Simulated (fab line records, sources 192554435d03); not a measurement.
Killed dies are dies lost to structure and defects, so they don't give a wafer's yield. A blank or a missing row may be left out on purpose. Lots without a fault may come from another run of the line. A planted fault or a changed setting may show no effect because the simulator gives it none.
fab line records | flow n5_finfet
record lots=24 wafers=72 last_day=18
route steps=1938 shown BEOL_M0_CUTY@711 BEOL_M0@736 BEOL_M1@767
lots that met no fault: from a run of the same line without faults
start_h: hours from the record's first day to the start of the lot's first wafer shown | wait_h: hours since the lot's step before | " the same as in the row above | L1.1+2: a row that stands for several wafers | - no value, or no start given | * or withheld: withheld | < > ~ a bound
route shown NAME@n: a module of which the file shows steps, and the number in the route of the first | usual: mean/standard deviation of fault-free wafers | same: alike in all rows | chamber/n: place in a boat | sites: the reading at each site | _std_site: their standard deviation | _edge_site: outer sites' mean less inner sites' | radius_mm: how far each site lies from the wafer's centre | mask NAME#n: copy n | behind: the tool/chamber that last shaped the wafer | hold: why the lot was held/for how many hours/how that ended | device: the transistor (n, p or np) that didn't switch | end of line: the same wafers' tests at the end of the route | a step without rows: its recipe alone | killed: dies lost to structure and defects at the first sort, not the wafer's yield | map: a wafer's dies, x killed, . not, _ none there
set.NAME: the setting as run; set.NAME@STEP: as run at that earlier step | model.NAME: the simulator's own value behind a step, which no gauge read
steps of the route over a sample of lots; a table a step, a row a wafer
services: from which hour (start_h, from the record's first day; less than 0 if before it) a tool's chamber was out of use, for how many hours, and why
## steps
# step N5_BEOL_M0_CUTY_DESCUM_61
# recipe chemistry=O2 time_s=7.9 source_power_w=50 bias_power_w=20 pressure_mtorr=20 rf_frequency_hz=2.712e+07 temp_c=40 resist=CAR-ArF-block o2_flow_sccm=225
# usual bias_power_w=20.00/0.064 drypump_motor_current_A=5.6/0.41 oes_product_au=0.82/0.089 rf_vpp_V=243.3/1.2 showerhead_plenum_p_Torr=2.11/0.068 throttle_valve_pct=20.44/0.17
# columns lot.wafer tool chamber start_h wait_h bias_power_w drypump_motor_current_A oes_product_au rf_hours_counter_h rf_vpp_V showerhead_plenum_p_Torr throttle_valve_pct
L074.3 rie_diel-01 0 138.94 0.8 20.02 5.4 0.88 48 242.4 2.15 20.39
L074.4 " 1 " " 20.03 6.1 0.86 64 242.1 2.12 20.45
L074.5 " 3 " " 20.01 5.6 0.70 - 245.1 2.17 20.68
L075.2 rie_diel-05 2 139.05 0.8 20.09 5.8 0.90 32 242.6 2.05 20.59
L075.3 " 1 " " 19.92 5.9 0.93 20 241.5 2.04 20.42
L075.5 " 0 " " 20.01 5.8 0.81 - 243.8 2.12 20.08
L076.1 rie_diel-05 1 141.46 1.4 19.97 5.9 0.94 21 241.5 2.04 20.42
L076.2 " 3 " " 19.99 6.3 0.69 230 246.0 2.14 20.48
L076.4 " 2 " " 20.03 5.8 0.89 33 242.4 2.05 20.59
L077.4 rie_diel-01 0 141.52 1.4 20.03 5.4 0.88 49 243.3 2.15 20.41
L077.5 " 1 " " 20.03 6.1 0.85 - 243.5 2.12 20.45
L077.6 " 2 " " 19.97 4.9 0.95 - 242.3 2.16 20.32
L078.2 rie_diel-01 0 142.32 1.9 19.88 5.4 0.87 50 244.0 2.15 20.42
L078.3 " 3 " " 19.95 5.6 0.70 208 244.6 2.17 20.67
L078.6 " 2 " " 20.03 4.9 0.95 - 245.3 2.16 20.31
L079.2 rie_diel-01 0 145.39 0.9 20.01 5.4 0.87 52 242.9 2.15 20.39
L079.3 " 1 " " 20.11 6.1 0.86 68 243.5 2.12 20.46
L079.4 " 3 " " 20.10 5.6 0.70 210 242.7 2.17 20.69
L080.2 rie_diel-05 2 150.98 0.0 20.11 5.8 0.88 39 240.8 2.05 20.61
L080.4 " 0 " " 19.95 5.7 0.81 87 243.2 2.12 20.10
L080.5 " 3 " " 19.89 6.3 0.68 - 244.6 2.13 20.50
L081.2 rie_diel-05 0 159.71 0.0 20.02 5.7 0.80 91 243.4 2.12 20.12
L081.5 " 2 " " 20.05 5.8 0.88 - 243.4 2.05 20.59
L081.6 " 3 " " 20.08 6.2 0.68 - 244.1 2.13 20.49
L082.1 rie_diel-06 2 163.83 0.0 20.02 5.3 0.86 43 244.8 2.22 20.25
L082.2 " 3 " " 19.93 5.1 0.68 250 244.0 2.16 20.76
L082.6 " 2 " " 20.08 5.3 0.87 - 243.8 2.22 20.25
L083.4 rie_diel-05 0 169.92 0.0 20.06 5.7 0.81 93 242.2 2.12 20.11
L083.5 " 1 " " 20.12 5.9 0.90 - 242.5 2.03 20.45
L083.6 " 0 " " 20.09 5.8 0.80 - 242.7 2.12 20.11
L084.2 rie_diel-01 3 183.73 0.1 19.85 5.6 0.68 225 243.8 2.16 20.70
L084.4 " 1 " " 20.01 6.1 0.83 84 242.6 2.12 20.48
L084.6 " 3 " " 20.01 5.6 0.68 - 244.5 2.16 20.71
L085.1 rie_diel-06 2 186.79 0.0 19.95 5.2 0.86 55 244.7 2.22 20.26
L085.4 " 1 " " 19.94 6.2 0.70 - 240.8 1.97 20.39
L085.5 " 2 " " 19.95 5.2 0.86 - 244.9 2.22 20.26
L086.1 rie_diel-05 0 192.04 0.0 20.07 5.7 0.79 101 243.2 2.12 20.13
L086.4 " 2 " " 20.01 5.8 0.87 53 241.5 2.05 20.62
L086.6 " 1 " " 19.96 5.9 0.90 - 241.7 2.03 20.46
L087.1 rie_diel-01 3 197.18 0.0 19.89 5.6 0.68 230 245.6 2.16 20.71
L087.2 " 1 " " 19.99 6.1 0.84 88 243.5 2.12 20.50
L087.3 " 2 " " 19.91 4.9 0.90 34 244.4 2.16 20.34
L088.1 rie_diel-06 1 197.64 0.0 20.09 6.1 0.70 218 241.6 1.97 20.40
L088.3 " 3 " " 20.04 5.1 0.95 3 244.1 2.16 20.44
L088.4 " 0 " " 20.06 5.4 0.73 166 244.1 2.09 20.65
L089.4 rie_diel-05 1 202.45 0.2 20.01 5.8 0.90 - 241.7 2.03 20.48
L089.5 " 2 " " 19.99 5.8 0.85 - 243.0 2.05 20.61
L089.6 " 0 " " 19.89 5.8 0.79 - 243.1 2.12 20.13
L090.1 rie_diel-06 0 209.18 0.2 20.03 5.3 0.73 170 243.5 2.09 20.66
L090.2 " 1 " " 19.86 6.1 0.70 222 241.8 1.97 20.42
L090.3 " 3 " " 20.11 5.1 0.94 6 244.6 2.16 20.45
L091.1 rie_diel-01 3 216.58 0.5 20.01 5.6 0.67 237 243.5 2.16 20.72
L091.3 " 1 " " 20.08 6.1 0.83 95 243.0 2.11 20.49
L091.6 " 1 " " 20.00 6.1 0.83 - 243.5 2.11 20.50
L092.1 rie_diel-06 3 225.52 0.1 20.03 5.1 0.92 11 243.1 2.16 20.47
L092.4 " 1 " " 19.92 6.1 0.70 227 241.4 1.97 20.41
L092.5 " 0 " " 19.97 5.3 0.73 - 242.6 2.09 20.65
L093.1 rie_diel-05 1 229.24 0.2 19.97 5.9 0.87 55 243.1 2.03 20.48
L093.4 " 2 " " 20.06 5.8 0.84 66 242.3 2.04 20.66
L093.6 " 1 " " 19.88 5.9 0.87 - 242.6 2.03 20.46
L094.2 rie_diel-06 1 242.86 0.7 20.07 6.2 0.69 236 241.1 1.96 20.43
L094.3 " 3 " " 20.04 5.1 0.93 11 244.5 2.16 20.46
L094.6 " 1 " " 20.08 6.2 0.68 - 242.8 1.96 20.43
L095.2 rie_diel-06 2 245.63 0.8 20.00 5.3 0.83 77 244.2 2.21 20.29
L095.4 " 1 " " 20.06 6.1 0.68 237 241.5 1.96 20.42
L095.5 " 0 " " 20.05 5.3 0.71 - 242.4 2.08 20.68
L097.2 rie_diel-06 2 256.97 0.0 20.03 5.3 0.82 80 244.9 2.21 20.30
L097.3 " 0 " " 19.98 5.3 0.72 188 244.5 2.08 20.70
L097.5 " 2 " " 19.96 5.3 0.81 - 243.3 2.21 20.31
L096.3 rie_diel-05 0 262.06 0.0 20.08 5.7 0.77 125 244.8 2.11 20.16
L096.4 " 3 " " 20.04 6.3 0.90 16 244.8 2.12 20.24
L096.6 " 2 " " 19.96 5.8 0.82 - 242.0 2.04 20.68
# step N5_BEOL_M0_SPUTTER_132
# recipe material=Cu target_thk_a=40 temp_c=-20 chamber_pressure_pa=0.07 power_w=withheld time_s=7.37
# usual susceptor_temp_C=-20.01/0.099 throttle_valve_pct=30.6/0.9
# columns lot.wafer tool chamber start_h wait_h susceptor_temp_C throttle_valve_pct
L074.3 pvd_sputter-01 - 149.17 0.0 -20.05 30.3
L074.4 " - " " -19.95 30.5
L074.5 " - " " -20.03 30.5
L075.2 pvd_sputter-01 - 149.61 0.0 -19.83 29.8
L075.3 " - " " -20.08 30.5
L075.5 " - " " -20.24 30.3
L076.1 pvd_sputter-01 - 150.09 0.0 -20.17 30.4
L076.2 " - " " -20.00 29.5
L076.4 " - " " -20.04 30.6
L077.4 pvd_sputter-02 - 150.26 0.0 -20.00 29.4
L077.5 " - " " -19.83 29.5
L077.6 " - " " -20.12 30.8
L078.2 pvd_sputter-01 - 150.53 0.0 -19.98 30.5
L078.3 " - " " -20.11 30.6
L078.6 " - " " -20.13 29.8
L079.2 pvd_sputter-01 - 152.43 0.0 -19.96 30.1
L079.3 " - " " -20.01 29.7
L079.4 " - " " -20.10 30.5
L080.2 pvd_sputter-03 - 157.12 0.0 -20.13 32.0
L080.4 " - " " -20.22 31.6
L080.5 " - " " -20.13 30.4
L081.2 pvd_sputter-01 - 165.37 0.0 -19.99 30.5
L081.5 " - " " -19.94 30.0
L081.6 " - " " -20.08 29.5
L082.1 pvd_sputter-02 - 166.14 0.0 -20.06 31.6
L082.2 " - " " -20.05 32.6
L082.6 " - " " -20.19 31.3
L083.4 pvd_sputter-02 - 174.54 0.0 -19.98 32.5
L083.5 " - " " -20.15 31.1
L083.6 " - " " -20.12 32.3
L084.2 pvd_sputter-01 - 189.81 0.0 -19.94 29.4
L084.4 " - " " -19.99 30.2
L084.6 " - " " -20.04 29.7
L085.1 pvd_sputter-02 - 192.92 0.0 -20.00 30.7
L085.4 " - " " -20.08 29.7
L085.5 " - " " -20.09 29.6
L086.1 pvd_sputter-01 - 195.68 0.0 -19.97 30.4
L086.4 " - " " -19.90 30.3
L086.6 " - " " -19.93 29.7
L087.1 pvd_sputter-02 - 200.91 0.0 -19.91 29.6
L087.2 " - " " -19.96 30.5
L087.3 " - " " -20.04 31.2
L088.1 pvd_sputter-01 - 200.97 0.0 -19.89 29.8
L088.3 " - " " -20.00 30.5
L088.4 " - " " -19.90 29.6
L089.4 pvd_sputter-02 - 209.11 0.0 -20.12 30.9
L089.5 " - " " -19.90 31.2
L089.6 " - " " -19.99 29.6
L090.1 pvd_sputter-02 - 212.95 0.0 -20.16 29.6
L090.2 " - " " -19.93 31.4
L090.3 " - " " -19.97 30.8
L091.1 pvd_sputter-02 - 222.38 0.0 -19.99 32.4
L091.3 " - " " -20.01 31.6
L091.6 " - " " -20.05 32.6
L092.1 pvd_sputter-03 - 231.03 0.0 -20.17 30.8
L092.4 " - " " -19.89 31.5
L092.5 " - " " -20.05 30.6
L093.1 pvd_sputter-01 - 235.99 0.0 -19.93 30.7
L093.4 " - " " -20.17 29.5
L093.6 " - " " -20.07 29.8
L094.2 pvd_sputter-01 - 247.83 0.0 -19.94 30.4
L094.3 " - " " -19.94 30.0
L094.6 " - " " -19.83 30.4
L095.2 pvd_sputter-02 - 250.49 0.0 -19.97 29.5
L095.4 " - " " -20.07 32.7
L095.5 " - " " -20.07 32.3
L097.2 pvd_sputter-02 - 259.01 0.0 -20.16 29.9
L097.3 " - " " -19.77 31.2
L097.5 " - " " -20.09 30.8
L096.3 pvd_sputter-03 - 267.11 0.0 -19.97 30.3
L096.4 " - " " -20.19 31.1
L096.6 " - " " -20.10 30.8
# step N5_BEOL_M0_ANNEAL_135
# recipe temp_c=400 time_s=60 ambient=vacuum
# usual heater_power_w=795/57 susceptor_temp_C=400.00/0.23
# columns lot.wafer tool chamber start_h wait_h heater_power_w susceptor_temp_C
L074.3 pvd_sputter-01 - 149.37 0.0 823 400.40
L074.4 " - " " 756 399.78
L074.5 " - " " 733 399.87
L075.2 pvd_sputter-01 - 149.81 0.0 783 400.16
L075.3 " - " " 757 399.90
L075.5 " - " " 839 400.17
L076.1 pvd_sputter-01 - 150.29 0.0 850 399.98
L076.2 " - " " 852 400.01
L076.4 " - " " 742 400.24
L077.4 pvd_sputter-02 - 150.46 0.0 736 399.98
L077.5 " - " " 753 400.21
L077.6 " - " " 707 400.17
L078.2 pvd_sputter-01 - 150.73 0.0 853 400.20
L078.3 " - " " 741 399.41
L078.6 " - " " 776 400.07
L079.2 pvd_sputter-01 - 152.63 0.0 854 400.18
L079.3 " - " " 760 400.08
L079.4 " - " " 847 399.85
L080.2 pvd_sputter-03 - 157.32 0.0 836 400.25
L080.4 " - " " 814 400.28
L080.5 " - " " 751 400.10
L081.2 pvd_sputter-01 - 165.57 0.0 754 399.67
L081.5 " - " " 834 399.58
L081.6 " - " " 771 400.18
L082.1 pvd_sputter-02 - 166.34 0.0 863 399.86
L082.2 " - " " 748 399.99
L082.6 " - " " 876 400.04
L083.4 pvd_sputter-02 - 174.74 0.0 791 400.08
L083.5 " - " " 909 400.23
L083.6 " - " " 769 400.00
L084.2 pvd_sputter-01 - 190.01 0.0 769 399.45
L084.4 " - " " 856 399.88
L084.6 " - " " 866 400.07
L085.1 pvd_sputter-02 - 193.12 0.0 705 399.97
L085.4 " - " " 730 400.52
L085.5 " - " " 742 400.31
L086.1 pvd_sputter-01 - 195.88 0.0 751 400.02
L086.4 " - " " 856 399.60
L086.6 " - " " 777 400.27
L087.1 pvd_sputter-02 - 201.11 0.0 738 399.68
L087.2 " - " " 706 399.86
L087.3 " - " " 851 399.72
L088.1 pvd_sputter-01 - 201.17 0.0 833 399.80
L088.3 " - " " 759 399.95
L088.4 " - " " 753 399.35
L089.4 pvd_sputter-02 - 209.31 0.0 699 400.05
L089.5 " - " " 896 400.26
L089.6 " - " " 739 399.67
L090.1 pvd_sputter-02 - 213.15 0.0 736 399.93
L090.2 " - " " 909 399.72
L090.3 " - " " 731 400.12
L091.1 pvd_sputter-02 - 222.58 0.0 778 399.91
L091.3 " - " " 894 399.89
L091.6 " - " " 765 399.87
L092.1 pvd_sputter-03 - 231.23 0.0 779 400.40
L092.4 " - " " 861 400.13
L092.5 " - " " 798 400.35
L093.1 pvd_sputter-01 - 236.19 0.0 751 399.88
L093.4 " - " " 783 399.79
L093.6 " - " " 843 399.91
L094.2 pvd_sputter-01 - 248.03 0.0 839 399.83
L094.3 " - " " 863 400.52
L094.6 " - " " 842 399.77
L095.2 pvd_sputter-02 - 253.87 0.0 755 399.97
L095.4 " - " " 778 400.25
L095.5 " - " " 766 400.19
L097.2 pvd_sputter-02 - 259.21 0.0 765 399.99
L097.3 " - " " 883 399.97
L097.5 " - " " 712 399.86
L096.3 pvd_sputter-03 - 267.31 0.0 749 400.11
L096.4 " - " " 860 400.22
L096.6 " - " " 786 399.40
# step N5_BEOL_M0_CO_CAP_123
# recipe material=Co target_thk_a=20 temp_c=200 precursor=CCTBA/H2 pressure_torr=30 time_s=102.1
# usual heater_power_w=232/26 susceptor_temp_C=200.01/0.17
# columns lot.wafer tool chamber start_h wait_h heater_power_w susceptor_temp_C
L074.3 cvd_co-02 2 150.50 0.0 192 199.91
L074.4 " 0 " " 218 200.13
L074.5 " 1 " " 275 200.16
L075.2 cvd_co-02 2 150.71 0.0 187 199.83
L075.3 " 1 " " 270 199.97
L075.5 " 2 " " 191 199.81
L076.1 cvd_co-02 1 151.19 0.0 272 200.13
L076.2 " 0 " " 218 199.88
L076.4 " 1 " " 259 200.15
L077.4 cvd_co-02 1 151.50 0.0 274 200.13
L077.5 " 0 " " 213 200.07
L077.6 " 2 " " 191 200.15
L078.2 cvd_co-01 0 151.67 0.0 236 199.80
L078.3 " 0 " " 236 199.82
L078.6 " 1 " " 229 199.94
L079.2 cvd_co-01 0 153.55 0.0 230 199.88
L079.3 " 1 " " 239 199.82
L079.4 " 0 " " 227 199.97
L080.2 cvd_co-02 2 158.22 0.0 189 200.19
L080.4 " 1 " " 273 200.13
L080.5 " 0 " " 216 199.96
L081.2 cvd_co-01 1 166.50 0.0 237 200.14
L081.5 " 0 " " 231 199.82
L081.6 " 2 " " 246 199.80
L082.1 cvd_co-01 0 167.25 0.0 229 199.94
L082.2 " 1 " " 231 199.96
L082.6 " 1 " " 234 199.84
L083.4 cvd_co-02 1 175.68 0.0 265 200.16
L083.5 " 2 " " 189 199.83
L083.6 " 0 " " 214 200.18
L084.2 cvd_co-01 2 191.03 0.0 246 200.13
L084.4 " 2 " " 244 200.04
L084.6 " 0 " " 234 200.03
L085.1 cvd_co-02 0 194.23 0.0 216 199.98
L085.4 " 0 " " 215 200.04
L085.5 " 2 " " 192 199.77
L086.1 cvd_co-01 2 196.85 0.0 246 199.85
L086.4 " 2 " " 254 200.07
L086.6 " 0 " " 234 199.75
L087.1 cvd_co-01 0 203.69 0.0 231 199.96
L087.2 " 1 " " 234 200.12
L087.3 " 2 " " 242 200.22
L088.1 cvd_co-02 0 203.96 0.0 212 200.01
L088.3 " 1 " " 263 200.16
L088.4 " 2 " " 188 200.19
L089.4 cvd_co-02 1 210.36 0.0 274 199.88
L089.5 " 0 " " 220 200.04
L089.6 " 2 " " 191 200.11
L090.1 cvd_co-02 0 214.07 0.0 214 200.26
L090.2 " 1 " " 265 199.95
L090.3 " 2 " " 193 200.09
L091.1 cvd_co-02 2 223.49 0.0 190 199.85
L091.3 " 0 " " 217 199.65
L091.6 " 0 " " 222 199.95
L092.1 cvd_co-02 2 233.30 0.0 191 200.18
L092.4 " 2 " " 194 200.29
L092.5 " 0 " " 225 199.70
L093.1 cvd_co-01 1 237.11 0.0 235 199.93
L093.4 " 1 " " 236 200.08
L093.6 " 2 " " 239 199.95
L094.2 cvd_co-01 1 249.74 0.0 233 199.87
L094.3 " 0 " " 237 200.12
L094.6 " 1 " " 235 199.92
L095.2 cvd_co-01 2 254.77 0.0 243 199.93
L095.4 " 0 " " 232 200.38
L095.5 " 2 " " 245 199.77
L097.2 cvd_co-02 2 260.20 0.0 192 200.28
L097.3 " 0 " " 218 200.03
L097.5 " 0 " " 221 199.98
L096.3 cvd_co-01 0 268.21 0.0 240 200.13
L096.4 " 1 " " 237 199.96
L096.6 " 2 " " 246 199.97
# step N5_BEOL_M0_INSPECT_127
# recipe inspect_instrument=darkfield mode=post_dep
# usual raw_defect_count=74/24
# columns lot.wafer tool chamber start_h wait_h raw_defect_count
L074.3 defect_inspect-01 - 150.71 0.0 120
L074.4 " - " " 65
L074.5 " - " " 60
L075.2 defect_inspect-01 - 150.92 0.0 57
L075.3 " - " " 84
L075.5 " - " " 58
L076.1 defect_inspect-01 - 151.40 0.0 57
L076.2 " - " " 66
L076.4 " - " " 67
L077.4 defect_inspect-01 - 151.68 0.0 66
L077.5 " - " " 58
L077.6 " - " " 62
L078.2 defect_inspect-01 - 151.92 0.0 61
L078.3 " - " " 74
L078.6 " - " " 68
L079.2 defect_inspect-01 - 153.77 0.0 69
L079.3 " - " " 76
L079.4 " - " " 39
L080.2 defect_inspect-01 - 158.43 0.0 111
L080.4 " - " " 59
L080.5 " - " " 54
L081.2 defect_inspect-02 - 166.71 0.0 42
L081.5 " - " " 44
L081.6 " - " " 69
L082.1 defect_inspect-02 - 167.46 0.0 70
L082.2 " - " " 56
L082.6 " - " " 67
L083.4 defect_inspect-01 - 175.86 0.0 73
L083.5 " - " " 76
L083.6 " - " " 58
L084.2 defect_inspect-02 - 191.24 0.0 38
L084.4 " - " " 55
L084.6 " - " " 56
L085.1 defect_inspect-02 - 194.44 0.0 117
L085.4 " - " " 125
L085.5 " - " " 79
L086.1 defect_inspect-01 - 197.06 0.0 52
L086.4 " - " " 84
L086.6 " - " " 48
L087.1 defect_inspect-02 - 203.90 0.0 53
L087.2 " - " " 63
L087.3 " - " " 53
L088.1 defect_inspect-01 - 204.17 0.0 75
L088.3 " - " " 104
L088.4 " - " " 58
L089.4 defect_inspect-01 - 210.54 0.0 108
L089.5 " - " " 65
L089.6 " - " " 87
L090.1 defect_inspect-02 - 214.28 0.0 84
L090.2 " - " " 120
L090.3 " - " " 102
L091.1 defect_inspect-01 - 223.69 0.0 70
L091.3 " - " " 124
L091.6 " - " " 93
L092.1 defect_inspect-02 - 233.51 0.0 47
L092.4 " - " " 60
L092.5 " - " " 38
L093.1 defect_inspect-02 - 237.32 0.0 62
L093.4 " - " " 88
L093.6 " - " " 89
L094.2 defect_inspect-02 - 249.96 0.0 113
L094.3 " - " " 64
L094.6 " - " " 81
L095.2 defect_inspect-01 - 254.98 0.0 177
L095.4 " - " " 94
L095.5 " - " " 119
L097.2 defect_inspect-02 - 260.41 0.0 74
L097.3 " - " " 80
L097.5 " - " " 60
L096.3 defect_inspect-02 - 268.42 0.0 58
L096.4 " - " " 54
L096.6 " - " " 94
# step N5_BEOL_M1_DESCUM_16
# recipe chemistry=O2 time_s=7 source_power_w=50 bias_power_w=20 pressure_mtorr=20 rf_frequency_hz=2.712e+07 temp_c=40 resist=CAR-EUV o2_flow_sccm=225
# usual bias_power_w=19.99/0.062 drypump_motor_current_A=5.8/0.41 oes_product_au=0.80/0.084 rf_vpp_V=243.0/1.6 showerhead_plenum_p_Torr=2.08/0.082 throttle_valve_pct=20.47/0.25
# columns lot.wafer tool chamber start_h wait_h bias_power_w drypump_motor_current_A oes_product_au rf_hours_counter_h rf_vpp_V showerhead_plenum_p_Torr throttle_valve_pct
L074.3 rie_diel-04 1 152.16 0.1 19.93 6.2 0.81 87 245.1 2.09 20.20
L074.4 " 2 " " 20.04 5.5 0.67 - 244.9 2.17 20.79
L074.5 " 1 " " 19.98 6.2 0.81 - 244.4 2.09 20.18
L075.2 rie_diel-03 3 152.26 0.0 20.00 6.3 0.83 92 245.6 2.20 20.42
L075.3 " 2 " " 20.12 5.7 0.87 46 243.9 2.12 20.36
L075.5 " 3 " " 20.01 6.3 0.82 - 245.5 2.20 20.43
L076.1 rie_diel-04 1 152.67 0.0 19.96 6.2 0.81 87 244.2 2.09 20.19
L076.2 " 0 " " 20.02 6.4 0.79 103 239.4 1.94 20.52
L076.4 " 1 " " 19.96 6.2 0.81 - 244.9 2.09 20.19
L077.4 rie_diel-04 1 153.08 0.1 19.94 6.2 0.81 - 243.8 2.09 20.18
L077.5 " 0 " " 20.14 6.3 0.80 - 241.4 1.94 20.53
L077.6 " 2 " " 20.08 5.5 0.67 - 245.9 2.17 20.79
L078.2 rie_diel-04 2 153.61 0.3 19.99 5.5 0.68 248 244.1 2.17 20.78
L078.3 " 0 " " 20.09 6.4 0.79 103 241.6 1.94 20.53
L078.6 " 0 " " 20.03 6.4 0.79 - 240.1 1.94 20.53
L079.2 rie_diel-03 3 154.84 0.0 19.91 6.2 0.82 93 244.9 2.20 20.44
L079.3 " 2 " " 20.01 5.7 0.86 47 244.0 2.12 20.38
L079.4 " 2 " " 20.02 5.7 0.87 - 244.6 2.12 20.36
L080.2 rie_diel-04 0 159.63 0.0 19.96 6.4 0.78 106 240.3 1.94 20.56
L080.4 " 0 " " 19.86 6.4 0.78 - 239.6 1.94 20.54
L080.5 " 1 " " 19.93 6.2 0.81 - 244.1 2.09 20.21
L081.2 rie_diel-04 1 168.48 0.1 19.96 6.2 0.79 95 244.3 2.09 20.20
L081.5 " 0 " " 19.96 6.3 0.78 - 240.2 1.94 20.53
L081.6 " 1 " " 19.93 6.2 0.80 - 244.2 2.09 20.21
L082.1 rie_diel-04 0 168.73 0.1 20.02 6.4 0.78 110 240.2 1.94 20.52
L082.2 " 3 " " 19.97 6.0 0.98 2 242.5 2.06 20.33
L082.6 " 1 " " 19.95 6.2 0.80 - 243.5 2.09 20.19
L083.4 rie_diel-02 0 176.83 0.0 19.98 5.0 0.79 146 241.3 1.93 20.56
L083.5 " 1 " " 19.99 5.2 0.91 - 243.6 2.05 20.03
L083.6 " 2 " " 20.08 5.8 0.67 - 242.1 2.05 20.22
L084.2 rie_diel-03 1 193.99 0.0 19.93 5.8 0.96 6 243.1 2.14 20.26
L084.4 " 2 " " 19.99 5.7 0.84 62 243.3 2.12 20.41
L084.6 " 3 " " 20.01 6.3 0.80 - 243.3 2.19 20.44
L085.1 rie_diel-03 2 195.76 0.0 20.08 5.7 0.84 63 243.3 2.12 20.38
L085.4 " 3 " " 20.10 6.3 0.80 108 243.8 2.19 20.46
L085.5 " 2 " " 20.06 5.7 0.85 - 244.6 2.12 20.39
L086.1 rie_diel-02 0 199.83 0.6 19.90 5.0 0.77 153 241.2 1.93 20.55
L086.4 " 2 " " 20.06 5.8 0.68 230 242.1 2.05 20.22
L086.6 " 0 " " 19.86 5.0 0.78 - 240.1 1.93 20.57
L087.1 rie_diel-02 0 206.37 0.0 20.01 5.0 0.77 155 238.6 1.93 20.58
L087.2 " 3 " " 19.99 5.5 0.72 168 243.0 2.10 20.53
L087.3 " 2 " " 19.93 5.8 0.67 232 243.6 2.05 20.23
L088.1 rie_diel-03 3 206.53 0.0 19.92 6.3 0.80 111 244.3 2.19 20.46
L088.3 " 0 " " 20.04 5.4 0.71 193 243.4 2.10 21.00
L088.4 " 1 " " 20.06 5.8 0.93 9 243.3 2.14 20.26
L089.4 rie_diel-03 1 213.81 0.5 20.08 5.8 0.95 12 242.7 2.14 20.26
L089.5 " 3 " " 19.96 6.3 0.79 - 245.7 2.19 20.47
L089.6 " 0 " " 20.02 5.4 0.71 - 242.2 2.10 21.02
L090.1 rie_diel-03 3 215.55 0.0 19.93 6.3 0.80 115 242.6 2.19 20.46
L090.2 " 0 " " 19.98 5.4 0.71 197 242.6 2.10 21.00
L090.3 " 2 " " 19.99 5.7 0.84 68 244.7 2.12 20.39
L091.1 rie_diel-02 3 226.66 0.0 19.95 5.4 0.71 175 243.7 2.09 20.53
L091.3 " 1 " " 20.03 5.2 0.90 35 242.3 2.05 20.07
L091.6 " 0 " " 20.00 5.0 0.78 - 239.4 1.92 20.57
L092.1 rie_diel-04 1 234.45 0.0 19.98 6.2 0.79 116 243.4 2.08 20.23
L092.4 " 2 " " 20.08 5.5 0.94 14 244.6 2.17 20.48
L092.5 " 1 " " 19.88 6.2 0.78 - 242.7 2.08 20.23
L093.1 rie_diel-03 0 238.40 0.0 19.86 5.4 0.71 204 243.0 2.10 21.03
L093.4 " 3 " " 19.97 6.3 0.79 121 243.3 2.19 20.48
L093.6 " 2 " " 19.85 5.7 0.83 - 243.8 2.11 20.40
L094.2 rie_diel-03 0 251.05 0.2 20.07 5.4 0.70 205 243.5 2.09 21.02
L094.3 " 3 " " 20.01 6.3 0.80 124 244.1 2.19 20.47
L094.6 " 2 " " 19.94 5.7 0.82 - 244.0 2.11 20.41
L095.2 rie_diel-04 0 256.77 0.3 19.90 6.4 0.76 137 240.3 1.93 20.57
L095.4 " 2 " " 19.99 5.5 0.93 20 244.2 2.16 20.50
L095.5 " 3 " " 19.99 6.0 0.91 - 241.7 2.05 20.37
L097.2 rie_diel-04 0 263.68 0.0 20.04 6.4 0.75 138 242.1 1.93 20.57
L097.3 " 3 " " 20.15 6.0 0.92 30 241.6 2.05 20.38
L097.5 " 1 " " 19.98 6.2 0.78 - 243.6 2.08 20.25
L096.3 rie_diel-04 0 272.87 0.0 20.02 6.3 0.76 140 240.6 1.93 20.58
L096.4 " 3 " " 20.05 6.1 0.91 31 241.6 2.05 20.36
L096.6 " 1 " " 20.13 6.1 0.77 - 242.9 2.08 20.24
## services
# columns tool chamber start_h hours kind
cvd_co-01 - 125.47 1.9 repair
rie_diel-06 - 125.58 28.1 pm
rie_diel-01 2 128.72 2.3 repair
rie_diel-04 3 136.92 - clean
rie_diel-04 3 136.92 - consumable_replace:focus_ring
rie_diel-04 3 136.92 28.0 scheduled_down
rie_diel-04 3 136.92 28.0 vent_cycle
pvd_sputter-02 - 140.26 0.6 repair
rie_diel-03 1 144.94 3.3 repair
rie_diel-03 1 148.25 - clean
rie_diel-03 1 148.25 - consumable_replace:esc
cvd_co-01 2 148.60 4.2 repair
rie_diel-04 2 165.08 - clean
rie_diel-04 2 165.08 - consumable_replace:focus_ring
rie_diel-04 2 165.08 20.6 scheduled_down
rie_diel-04 2 165.08 20.6 vent_cycle
cvd_co-02 - 192.37 1.5 repair
rie_diel-02 - 197.02 0.7 repair
rie_diel-02 1 204.40 10.7 repair
cvd_co-02 - 224.41 0.3 repair
rie_diel-06 3 225.92 16.6 repair
rie_diel-03 0 239.43 7.2 repair
rie_diel-02 0 259.82 6.2 repair
rie_diel-01 3 263.49 2.6 repair
## key
fault none
